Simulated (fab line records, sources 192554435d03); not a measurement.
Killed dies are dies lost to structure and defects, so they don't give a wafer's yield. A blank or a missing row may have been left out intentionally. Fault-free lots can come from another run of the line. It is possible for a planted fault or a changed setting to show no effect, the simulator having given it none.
Split-lot trial / flow n5Finfet / on a route of 1938 steps: 7 lots, 21 wafers read

## ON THE SPLIT
At N5_BEOL_M4_EXPOSE_25 (exposes mask V3, defocus 5 nm), the setting doseMj was moved away from the recipe's 63 on 7 of the 21 wafers read, by -7.4% to +4.2%. For the rest of the wafers, this setting stayed at what the recipe calls for.

## FROM THE SPLIT TO THE READING: what the file shows between them, 2 steps
- N5_BEOL_M4_PEB_26: peb time 60 s
- N5_BEOL_M4_DEVELOP_27: develop time 30 s

## THE READING
cdNm, in nm, at N5_BEOL_M4_CD_MEAS_28 (target cd 26.2 nm, target cd y 24.1 nm). Fault-free wafers of this fab line usually give 26.17 nm, standard deviation 0.23 nm.

wafer=L075.1; tool, chamber at the split=euvScanner-01, 0; doseMj as run=58.37; against the recipe=-7.3%; cdNm, nm=24.75; against lot-mates on the recipe=-1.33
wafer=L075.2; tool, chamber at the split=euvScanner-01, 0; doseMj as run=58.37; against the recipe=-7.3%; cdNm, nm=25.01; against lot-mates on the recipe=-1.07
wafer=L075.3; tool, chamber at the split=euvScanner-01, 0; doseMj as run=63; against the recipe=recipe; cdNm, nm=26.08; against lot-mates on the recipe=-
wafer=L081.1; tool, chamber at the split=euvScanner-02, 0; doseMj as run=58.36; against the recipe=-7.4%; cdNm, nm=24.68; against lot-mates on the recipe=-1.31
wafer=L081.2; tool, chamber at the split=euvScanner-02, 0; doseMj as run=63; against the recipe=recipe; cdNm, nm=26.10; against lot-mates on the recipe=-
wafer=L081.5; tool, chamber at the split=euvScanner-02, 0; doseMj as run=63; against the recipe=recipe; cdNm, nm=25.88; against lot-mates on the recipe=-
wafer=L082.1; tool, chamber at the split=euvScanner-02, 0; doseMj as run=63; against the recipe=recipe; cdNm, nm=25.96; against lot-mates on the recipe=-
wafer=L082.2; tool, chamber at the split=euvScanner-02, 0; doseMj as run=63; against the recipe=recipe; cdNm, nm=26.24; against lot-mates on the recipe=-
wafer=L082.5; tool, chamber at the split=euvScanner-02, 0; doseMj as run=63; against the recipe=recipe; cdNm, nm=26.59; against lot-mates on the recipe=-
wafer=L084.3; tool, chamber at the split=euvScanner-01, 0; doseMj as run=63; against the recipe=recipe; cdNm, nm=26.19; against lot-mates on the recipe=-
wafer=L084.5; tool, chamber at the split=euvScanner-01, 0; doseMj as run=63; against the recipe=recipe; cdNm, nm=26.55; against lot-mates on the recipe=-
wafer=L084.6; tool, chamber at the split=euvScanner-01, 0; doseMj as run=63; against the recipe=recipe; cdNm, nm=25.82; against lot-mates on the recipe=-
wafer=L094.3; tool, chamber at the split=euvScanner-01, 0; doseMj as run=65.67; against the recipe=+4.2%; cdNm, nm=27.05; against lot-mates on the recipe=+1.16
wafer=L094.4; tool, chamber at the split=euvScanner-01, 0; doseMj as run=65.67; against the recipe=+4.2%; cdNm, nm=27.23; against lot-mates on the recipe=+1.34
wafer=L094.5; tool, chamber at the split=euvScanner-01, 0; doseMj as run=63; against the recipe=recipe; cdNm, nm=25.89; against lot-mates on the recipe=-
wafer=L096.2; tool, chamber at the split=euvScanner-01, 0; doseMj as run=63; against the recipe=recipe; cdNm, nm=26.11; against lot-mates on the recipe=-
wafer=L096.3; tool, chamber at the split=euvScanner-01, 0; doseMj as run=63; against the recipe=recipe; cdNm, nm=26.61; against lot-mates on the recipe=-
wafer=L096.4; tool, chamber at the split=euvScanner-01, 0; doseMj as run=63; against the recipe=recipe; cdNm, nm=26.72; against lot-mates on the recipe=-
wafer=L097.3; tool, chamber at the split=euvScanner-02, 0; doseMj as run=59.44; against the recipe=-5.7%; cdNm, nm=25.04; against lot-mates on the recipe=-1.37
wafer=L097.5; tool, chamber at the split=euvScanner-02, 0; doseMj as run=63; against the recipe=recipe; cdNm, nm=26.41; against lot-mates on the recipe=-
wafer=L097.6; tool, chamber at the split=euvScanner-02, 0; doseMj as run=59.44; against the recipe=-5.7%; cdNm, nm=24.70; against lot-mates on the recipe=-1.71

FIT RESULTS
A straight line over all 21 wafers: cdNm changes by +0.207 nm for each +1% of doseMj; r = +0.94; the points scatter about the line by 0.27 nm.
The same after taking each lot's own level away (the mean of its wafers on the recipe; 21 wafers): +0.216 nm for each +1%; r = +0.93; scatter 0.29 nm.
According to that fit, moving doseMj by its largest amount changes the reading by 1.6 nm.
Across the lots, their own levels run from 25.890 to 26.480 nm, a range of 2.6 times the standard deviation given above.
So the lot-to-lot level changes the slope little: the two slopes agree.
Check: for one of the wafers moved furthest among these (-7.4%), held out of the fit, the line's prediction against its lot-mates is -1.6 nm. Against them it came out at -1.31 nm.

## ADDITIONAL SPLITS CARRIED BY THESE WAFERS
Note: prior to the reading, these wafers also went through further splits. Each is held against what the fit with the lots' levels taken away leaves over:
other split on the same wafers=N5_BEOL_M2_EXPOSE_25 doseMj; wafers away from the commonest value=8; r with cdNm (lot level and that fit taken away)=-0.24
other split on the same wafers=N5_BEOL_M2_ETCH_69 biasW; wafers away from the commonest value=11; r with cdNm (lot level and that fit taken away)=-0.06
other split on the same wafers=N5_BEOL_M2_VIA_ETCH_34 timeS; wafers away from the commonest value=10; r with cdNm (lot level and that fit taken away)=+0.24
other split on the same wafers=N5_BEOL_M2_TRENCH_ETCH_37 biasW; wafers away from the commonest value=4; r with cdNm (lot level and that fit taken away)=+0.07
other split on the same wafers=N5_BEOL_M3_EXPOSE_25 doseMj; wafers away from the commonest value=5; r with cdNm (lot level and that fit taken away)=+0.17

## FILE'S OWN FIT
cdNm changes by +0.206 nm for each +1% of doseMj, r = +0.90.
